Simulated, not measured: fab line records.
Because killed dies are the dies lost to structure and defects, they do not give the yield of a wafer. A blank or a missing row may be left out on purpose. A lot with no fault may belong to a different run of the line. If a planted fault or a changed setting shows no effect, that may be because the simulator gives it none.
What tool caused it? || flow nand_harc || 13 lots, 39 wafers sampled, at 6 steps of a route of 1159

== WHAT EACH GAUGE READ, for each wafer ==
NHARC_A_ONON_D1_THK_MEAS_24: measures by ellipsometry.
{"lot": "L223", "measured": "day 8 01:19", "on": "film_metro-02", "thk_nm (nm)": "999 998 998"}
{"lot": "L225", "measured": "day 8 06:38", "on": "film_metro-02", "thk_nm (nm)": "990 989 991"}
{"lot": "L227", "measured": "day 9 02:01", "on": "film_metro-01", "thk_nm (nm)": "1011 1011 1012"}
{"lot": "L228", "measured": "day 9 07:13", "on": "film_metro-01", "thk_nm (nm)": "999 998 999"}
{"lot": "L229", "measured": "day 9 21:24", "on": "film_metro-02", "thk_nm (nm)": "992 993 993"}
{"lot": "L231", "measured": "day 9 21:02", "on": "film_metro-02", "thk_nm (nm)": "998 998 997"}
{"lot": "L230", "measured": "day 10 09:00", "on": "film_metro-02", "thk_nm (nm)": "992 991 991"}
{"lot": "L234", "measured": "day 11 03:36", "on": "film_metro-01", "thk_nm (nm)": "1508 1508 1510"}
{"lot": "L236", "measured": "day 11 03:15", "on": "film_metro-02", "thk_nm (nm)": "1505 1504 1505"}
{"lot": "L235", "measured": "day 11 03:23", "on": "film_metro-02", "thk_nm (nm)": "1023 1022 1023"}
{"lot": "L243", "measured": "day 12 17:34", "on": "film_metro-01", "thk_nm (nm)": "998 996 995"}
{"lot": "L242", "measured": "day 13 03:10", "on": "film_metro-02", "thk_nm (nm)": "988 989 988"}
{"lot": "L246", "measured": "day 13 16:57", "on": "film_metro-02", "thk_nm (nm)": "990 989 990"}

NHARC_END_SORT_01.
{"lot": "L234", "measured": "day 25 04:38", "on": "prober-02", "killed_at_array": "676 671 670", "killed_at_other": "0 1 3", "killed_at_periphery": "1 5 4", "killed_dies": "677 677 677", "killed_open": "1 5 5", "killed_short": "4 2 2"}
{"lot": "L236", "measured": "day 25 03:07", "on": "prober-01", "killed_at_array": "675 677 676", "killed_at_other": "1 0 1", "killed_at_periphery": "1 0 0", "killed_dies": "677 677 677", "killed_open": "3 5 3", "killed_short": "2 1 3"}

== TOOL THAT RAN EACH LOT (tool first, then ch and the chambers of the sampled wafers, then the start) ==
{"lot": "L223", "NHARC_P_M2_ETCH_15": "rie_diel-03 ch 2,3, day 6 07:04 or earlier", "NHARC_P_M2_ANNEAL_31": "rtp_anneal-01 ch 0, day 6 07:04", "NHARC_P_BONDPAD_DESCUM_11": "rie_diel-04 ch 1,2, day 6 09:44", "NHARC_A_ONON_D1_DEP_22": "pecvd_onon-02 ch 0, day 8 00:49"}
{"lot": "L225", "NHARC_P_M2_ETCH_15": "rie_diel-13 ch 1,2, day 6 16:28 or earlier", "NHARC_P_M2_ANNEAL_31": "rtp_anneal-01 ch 0, day 6 16:28", "NHARC_P_BONDPAD_DESCUM_11": "rie_diel-12 ch 0,1, day 6 19:26", "NHARC_A_ONON_D1_DEP_22": "pecvd_onon-01 ch 0, day 8 06:08"}
{"lot": "L227", "NHARC_P_M2_ETCH_15": "rie_diel-03 ch 2,3, day 7 08:44 or earlier", "NHARC_P_M2_ANNEAL_31": "rtp_anneal-01 ch 0, day 7 08:44", "NHARC_P_BONDPAD_DESCUM_11": "rie_diel-12 ch 0,1,2, day 7 11:26", "NHARC_A_ONON_D1_DEP_22": "pecvd_onon-01 ch 0, day 9 01:31"}
{"lot": "L228", "NHARC_P_M2_ETCH_15": "rie_diel-03 ch 1,2,3, day 7 14:43 or earlier", "NHARC_P_M2_ANNEAL_31": "rtp_anneal-01 ch 0, day 7 14:43", "NHARC_P_BONDPAD_DESCUM_11": "rie_diel-07 ch 1,2,3, day 7 17:39", "NHARC_A_ONON_D1_DEP_22": "pecvd_onon-04 ch 0, day 9 06:46"}
{"lot": "L229", "NHARC_P_M2_ETCH_15": "rie_diel-03 ch 0,3, day 7 21:59 or earlier", "NHARC_P_M2_ANNEAL_31": "rtp_anneal-02 ch 0, day 7 21:59", "NHARC_P_BONDPAD_DESCUM_11": "rie_diel-04 ch 0,1, day 8 00:47", "NHARC_A_ONON_D1_DEP_22": "pecvd_onon-02 ch 0, day 9 20:53"}
{"lot": "L231", "NHARC_P_M2_ETCH_15": "rie_diel-03 ch 0,1,3, day 8 02:59 or earlier", "NHARC_P_M2_ANNEAL_31": "rtp_anneal-01 ch 0, day 8 02:59", "NHARC_P_BONDPAD_DESCUM_11": "rie_diel-04 ch 2,3, day 8 05:44", "NHARC_A_ONON_D1_DEP_22": "pecvd_onon-01 ch 0, day 9 20:39"}
{"lot": "L230", "NHARC_P_M2_ETCH_15": "rie_diel-13 ch 0,3, day 8 10:42 or earlier", "NHARC_P_M2_ANNEAL_31": "rtp_anneal-02 ch 0, day 8 10:42", "NHARC_P_BONDPAD_DESCUM_11": "rie_diel-04 ch 0,1,2, day 8 13:16", "NHARC_A_ONON_D1_DEP_22": "pecvd_onon-01 ch 0, day 10 08:38"}
{"lot": "L234", "NHARC_P_M2_ETCH_15": "rie_diel-11 ch 0,2,3, day 9 09:43 or earlier", "NHARC_P_M2_ANNEAL_31": "rtp_anneal-01 ch 0, day 9 09:43", "NHARC_P_BONDPAD_DESCUM_11": "rie_diel-07 ch 0,1,2, day 9 12:38", "NHARC_A_ONON_D1_DEP_22": "pecvd_onon-01 ch 0, day 11 03:13"}
{"lot": "L236", "NHARC_P_M2_ETCH_15": "rie_diel-03 ch 0,3, day 9 10:46 or earlier", "NHARC_P_M2_ANNEAL_31": "rtp_anneal-02 ch 0, day 9 10:46", "NHARC_P_BONDPAD_DESCUM_11": "rie_diel-04 ch 0,1,3, day 9 13:35", "NHARC_A_ONON_D1_DEP_22": "pecvd_onon-01 ch 0, day 11 02:44"}
{"lot": "L235", "NHARC_P_M2_ETCH_15": "rie_diel-13 ch 0,2,3, day 9 10:59 or earlier", "NHARC_P_M2_ANNEAL_31": "rtp_anneal-01 ch 0, day 9 10:59", "NHARC_P_BONDPAD_DESCUM_11": "rie_diel-04 ch 0,2,3, day 9 13:43", "NHARC_A_ONON_D1_DEP_22": "pecvd_onon-02 ch 0, day 11 02:56"}
{"lot": "L243", "NHARC_P_M2_ETCH_15": "rie_diel-03 ch 0,1,3, day 11 00:16 or earlier", "NHARC_P_M2_ANNEAL_31": "rtp_anneal-02 ch 0, day 11 00:16", "NHARC_P_BONDPAD_DESCUM_11": "rie_diel-04 ch 2,3, day 11 02:59", "NHARC_A_ONON_D1_DEP_22": "pecvd_onon-04 ch 0, day 12 17:03"}
{"lot": "L242", "NHARC_P_M2_ETCH_15": "rie_diel-03 ch 2,3, day 11 09:44 or earlier", "NHARC_P_M2_ANNEAL_31": "rtp_anneal-02 ch 0, day 11 09:44", "NHARC_P_BONDPAD_DESCUM_11": "rie_diel-04 ch 1,2, day 11 12:22", "NHARC_A_ONON_D1_DEP_22": "pecvd_onon-04 ch 0, day 13 02:50"}
{"lot": "L246", "NHARC_P_M2_ETCH_15": "rie_diel-03 ch 0,2,3, day 12 01:34 or earlier", "NHARC_P_M2_ANNEAL_31": "rtp_anneal-02 ch 0, day 12 01:34", "NHARC_P_BONDPAD_DESCUM_11": "rie_diel-04 ch 0,1, day 12 04:35", "NHARC_A_ONON_D1_DEP_22": "pecvd_onon-01 ch 0, day 13 16:26"}
- NHARC_P_M2_ETCH_15: etches the open film in C4F8/Ar, target depth 182.5 nm, time 91.2 s.
- NHARC_P_M2_ANNEAL_31: time 90 s.
- NHARC_P_BONDPAD_DESCUM_11: chemistry O2, time 3 s.
- NHARC_A_ONON_D1_DEP_22: target thk 1000 nm.

== AS READ BY THE TOOLS THEMSELVES (means over the sampled wafers that have a number; for cases with no such wafer, the mark the record gives instead) ==
NHARC_P_M2_ETCH_15.
{"lot": "L223", "tool": "rie_diel-03", "oes_product_au (a.u.)": 0.967, "rf_vpp_V (V)": 438.7}
{"lot": "L225", "tool": "rie_diel-13", "oes_product_au (a.u.)": 0.919, "rf_vpp_V (V)": 438.9}
{"lot": "L227", "tool": "rie_diel-03", "oes_product_au (a.u.)": 0.930, "rf_vpp_V (V)": 439.2}
{"lot": "L228", "tool": "rie_diel-03", "oes_product_au (a.u.)": 0.929, "rf_vpp_V (V)": 440.6}
{"lot": "L229", "tool": "rie_diel-03", "oes_product_au (a.u.)": 0.974, "rf_vpp_V (V)": 441.3}
{"lot": "L231", "tool": "rie_diel-03", "oes_product_au (a.u.)": 0.931, "rf_vpp_V (V)": 442.1}
{"lot": "L230", "tool": "rie_diel-13", "oes_product_au (a.u.)": 0.914, "rf_vpp_V (V)": 442.4}
{"lot": "L234", "tool": "rie_diel-11", "oes_product_au (a.u.)": 0.953, "rf_vpp_V (V)": 440.7}
{"lot": "L236", "tool": "rie_diel-03", "oes_product_au (a.u.)": 0.951, "rf_vpp_V (V)": 441.3}
{"lot": "L235", "tool": "rie_diel-13", "oes_product_au (a.u.)": 0.931, "rf_vpp_V (V)": 441.0}
{"lot": "L243", "tool": "rie_diel-03", "oes_product_au (a.u.)": 0.971, "rf_vpp_V (V)": 442.3}
{"lot": "L242", "tool": "rie_diel-03", "oes_product_au (a.u.)": 0.953, "rf_vpp_V (V)": 440.2}
{"lot": "L246", "tool": "rie_diel-03", "oes_product_au (a.u.)": 0.971, "rf_vpp_V (V)": 439.7}

NHARC_P_M2_ANNEAL_31.
{"lot": "L223", "tool": "rtp_anneal-01", "wafer_temp_C_max": 226.6}
{"lot": "L225", "tool": "rtp_anneal-01", "wafer_temp_C_max": 226.1}
{"lot": "L227", "tool": "rtp_anneal-01", "wafer_temp_C_max": 226.2}
{"lot": "L228", "tool": "rtp_anneal-01", "wafer_temp_C_max": 226.2}
{"lot": "L229", "tool": "rtp_anneal-02", "wafer_temp_C_max": 225.4}
{"lot": "L231", "tool": "rtp_anneal-01", "wafer_temp_C_max": 225.9}
{"lot": "L230", "tool": "rtp_anneal-02", "wafer_temp_C_max": 225.6}
{"lot": "L234", "tool": "rtp_anneal-01", "wafer_temp_C_max": 226.1}
{"lot": "L236", "tool": "rtp_anneal-02", "wafer_temp_C_max": 225.9}
{"lot": "L235", "tool": "rtp_anneal-01", "wafer_temp_C_max": 226.3}
{"lot": "L243", "tool": "rtp_anneal-02", "wafer_temp_C_max": 225.8}
{"lot": "L242", "tool": "rtp_anneal-02", "wafer_temp_C_max": 225.6}
{"lot": "L246", "tool": "rtp_anneal-02", "wafer_temp_C_max": 225.7}

NHARC_P_BONDPAD_DESCUM_11.
{"lot": "L223", "tool": "rie_diel-04", "drypump_motor_current_A (A)": 5.2, "oes_product_au (a.u.)": 1.024, "rf_vpp_V (V)": 58.0, "showerhead_plenum_p_Torr (Torr)": 1.97, "throttle_valve_pct (%)": 11.312}
{"lot": "L225", "tool": "rie_diel-12", "drypump_motor_current_A (A)": 5.8, "oes_product_au (a.u.)": 0.996, "rf_vpp_V (V)": 57.4, "showerhead_plenum_p_Torr (Torr)": 1.94, "throttle_valve_pct (%)": 11.311}
{"lot": "L227", "tool": "rie_diel-12", "drypump_motor_current_A (A)": 5.9, "oes_product_au (a.u.)": 0.994, "rf_vpp_V (V)": 58.6, "showerhead_plenum_p_Torr (Torr)": 1.98, "throttle_valve_pct (%)": 11.308}
{"lot": "L228", "tool": "rie_diel-07", "drypump_motor_current_A (A)": 5.4, "oes_product_au (a.u.)": 0.999, "rf_vpp_V (V)": 57.7, "showerhead_plenum_p_Torr (Torr)": 1.99, "throttle_valve_pct (%)": 11.309}
{"lot": "L229", "tool": "rie_diel-04", "drypump_motor_current_A (A)": 5.2, "oes_product_au (a.u.)": 1.020, "rf_vpp_V (V)": 57.7, "showerhead_plenum_p_Torr (Torr)": 1.85, "throttle_valve_pct (%)": 11.301}
{"lot": "L231", "tool": "rie_diel-04", "drypump_motor_current_A (A)": 5.7, "oes_product_au (a.u.)": 1.004, "rf_vpp_V (V)": 57.6, "showerhead_plenum_p_Torr (Torr)": 2.00, "throttle_valve_pct (%)": 11.310}
{"lot": "L230", "tool": "rie_diel-04", "drypump_motor_current_A (A)": 5.2, "oes_product_au (a.u.)": 1.024, "rf_vpp_V (V)": 57.8, "showerhead_plenum_p_Torr (Torr)": 1.91, "throttle_valve_pct (%)": 11.313}
{"lot": "L234", "tool": "rie_diel-07", "drypump_motor_current_A (A)": 5.8, "oes_product_au (a.u.)": 0.992, "rf_vpp_V (V)": 57.4, "showerhead_plenum_p_Torr (Torr)": 1.91, "throttle_valve_pct (%)": 11.311}
{"lot": "L236", "tool": "rie_diel-04", "drypump_motor_current_A (A)": 5.6, "oes_product_au (a.u.)": 1.011, "rf_vpp_V (V)": 57.5, "showerhead_plenum_p_Torr (Torr)": 1.89, "throttle_valve_pct (%)": 11.319}
{"lot": "L235", "tool": "rie_diel-04", "drypump_motor_current_A (A)": 5.7, "oes_product_au (a.u.)": 1.002, "rf_vpp_V (V)": 57.9, "showerhead_plenum_p_Torr (Torr)": 1.94, "throttle_valve_pct (%)": 11.307}
{"lot": "L243", "tool": "rie_diel-04", "drypump_motor_current_A (A)": 6.1, "oes_product_au (a.u.)": 0.997, "rf_vpp_V (V)": 57.2, "showerhead_plenum_p_Torr (Torr)": 1.97, "throttle_valve_pct (%)": 11.308}
{"lot": "L242", "tool": "rie_diel-04", "drypump_motor_current_A (A)": 5.2, "oes_product_au (a.u.)": 1.014, "rf_vpp_V (V)": 58.3, "showerhead_plenum_p_Torr (Torr)": 1.97, "throttle_valve_pct (%)": 11.315}
{"lot": "L246", "tool": "rie_diel-04", "drypump_motor_current_A (A)": 5.2, "oes_product_au (a.u.)": 1.016, "rf_vpp_V (V)": 57.7, "showerhead_plenum_p_Torr (Torr)": 1.85, "throttle_valve_pct (%)": 11.307}

== THE ANSWER, worked out from the rows above alone ==
Rule: what is usual is taken from the lots themselves. The widest of any qualifying gaps counts: lots, ordered by their means at a reading, are off when they make up no more than a third of the lots, leave a main group of 4 or more, and stand apart from it by 3 or more times the standard deviation of that group's means. A main group is skipped when, at the precision printed for the reading in the tables above, its means are all equal. A lot without any number at a reading at which 4 lots or more have one is off too. Where the step has rows for the other lots, those lots are counted as sound. First the gauges in route order, then the tools' own readings, where a lot's mean is used as printed above. The first step at which some lot is off is used, and at that step the reading that is off furthest; a lot without a number counts as furthest.
Off: L234, L236 (NHARC_A_ONON_D1_THK_MEAS_24, thk_nm). For the main group the mean is 998 nm and the standard deviation 10.
A tool fits if, at a process step before that reading, it ran every lot that is off, and no sound lot after the first of them. Gauges at NHARC_A_ONON_D1_THK_MEAS_24: tried the same way as those tools. With no start given for some of its lots, NHARC_P_M2_ETCH_15 uses the hours and lot order of NHARC_P_M2_ANNEAL_31. None of those tried fits.

== WHAT THE SIMULATOR HAD INSERTED ==
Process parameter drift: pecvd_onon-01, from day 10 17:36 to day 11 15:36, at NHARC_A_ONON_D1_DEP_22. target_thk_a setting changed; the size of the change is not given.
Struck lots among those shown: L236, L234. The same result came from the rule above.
